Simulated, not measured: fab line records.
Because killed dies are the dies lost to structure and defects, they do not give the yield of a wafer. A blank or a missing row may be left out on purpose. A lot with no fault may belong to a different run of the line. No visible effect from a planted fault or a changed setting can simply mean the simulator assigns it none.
Which tool was responsible? | flow n5Finfet | 12 lots, 36 wafers sampled, at 3 steps of a route of 1938

== WHAT THE GAUGES READ, wafer by wafer ==
N5_BEOL_M8_CD_MEAS_35 targets a cd of 40 nm.
lot  | measured     | on       | cdNm (nm)
L075 | day 9 09:44  | cdSem-02 | 40.9 39.2 41.2
L076 | day 9 19:43  | cdSem-02 | 39.7 40.2 38.6
L078 | day 10 10:28 | cdSem-02 | 40.1 40.6 40.2
L081 | day 11 09:55 | cdSem-01 | 39.4 40.2 41.0
L083 | day 11 18:35 | cdSem-03 | 40.7 41.8 39.6
L085 | day 12 05:14 | cdSem-02 | 39.4 41.3 39.9
L088 | day 13 05:22 | cdSem-02 | 39.8 40.1 40.3
L090 | day 13 15:22 | cdSem-03 | 38.7 38.8 39.5
L091 | day 14 06:50 | cdSem-03 | 40.2 41.3 41.2
L094 | day 14 08:49 | cdSem-02 | 39.9 39.8 39.2
L093 | day 14 20:15 | cdSem-02 | 39.1 39.9 38.8
L097 | day 16 01:38 | cdSem-01 | 39.9 39.8 39.2

== EACH LOT AND THE TOOL THAT RAN IT (in order: tool; ch and the chambers of the sampled wafers; start) ==
lot  | N5_BEOL_M8_PECVD_70             | N5_BEOL_M8_ETCH_66
L075 | pecvd-02 ch 0,1,2, day 9 07:17  | rieDiel-01 ch 0,3, day 9 09:13
L076 | pecvd-03 ch 0,1, day 9 16:53    | rieDiel-02 ch 0,1,3, day 9 19:12
L078 | pecvd-02 ch 0,1,2, day 10 05:20 | rieDiel-01 ch 0,2,3, day 10 09:57
L081 | pecvd-02 ch 1,2, day 11 05:10   | rieDiel-04 ch 0,2,3, day 11 09:24
L083 | pecvd-03 ch 1,2, day 11 14:26   | rieDiel-01 ch 0,1,2, day 11 18:05
L085 | pecvd-02 ch 1,2, day 11 20:56   | rieDiel-01 ch 1,2, day 12 04:44
L088 | pecvd-03 ch 0,1,2, day 12 23:54 | rieDiel-02 ch 1,2,3, day 13 04:52
L090 | pecvd-01 ch 0,1,2, day 13 09:00 | rieDiel-04 ch 0,3, day 13 14:52
L091 | pecvd-03 ch 0,1,2, day 14 03:40 | rieDiel-01 ch 1,2, day 14 06:20
L094 | pecvd-03 ch 0,1,2, day 14 05:12 | rieDiel-02 ch 0,2,3, day 14 08:19
L093 | pecvd-01 ch 0,1, day 14 13:26   | rieDiel-01 ch 0,2,3, day 14 19:44
L097 | pecvd-03 ch 0,1, day 15 21:40   | rieDiel-02 ch 1,2, day 16 01:08
- N5_BEOL_M8_PECVD_70: deposits SiO2 from TEOS/O2, target thk 20 nm, time 22.7 s.
- N5_BEOL_M8_ETCH_66: etches SOC in N2/H2, target depth 80 nm, overetch 16 nm, time 120 s.

== THE ANSWER, worked out from the rows above alone ==
Rule: what is usual is taken from the lots themselves. Put in order of their means at a reading, lots are off if they are a third of the lots or fewer, leave a main group of 4 or more, and stand apart from it by a gap of 3 or more times the standard deviation of the main group's means; of several such gaps the widest counts. The tables above print the reading to a certain number of digits; a main group whose means all agree to those digits is not used. Also off: a lot with no number at a reading for which 4 or more lots have one. All remaining lots with rows at the step are treated as sound.
No lot is off at any reading shown: from this, nothing can be told.

== WHAT THE SIMULATOR HAD PUT IN ==
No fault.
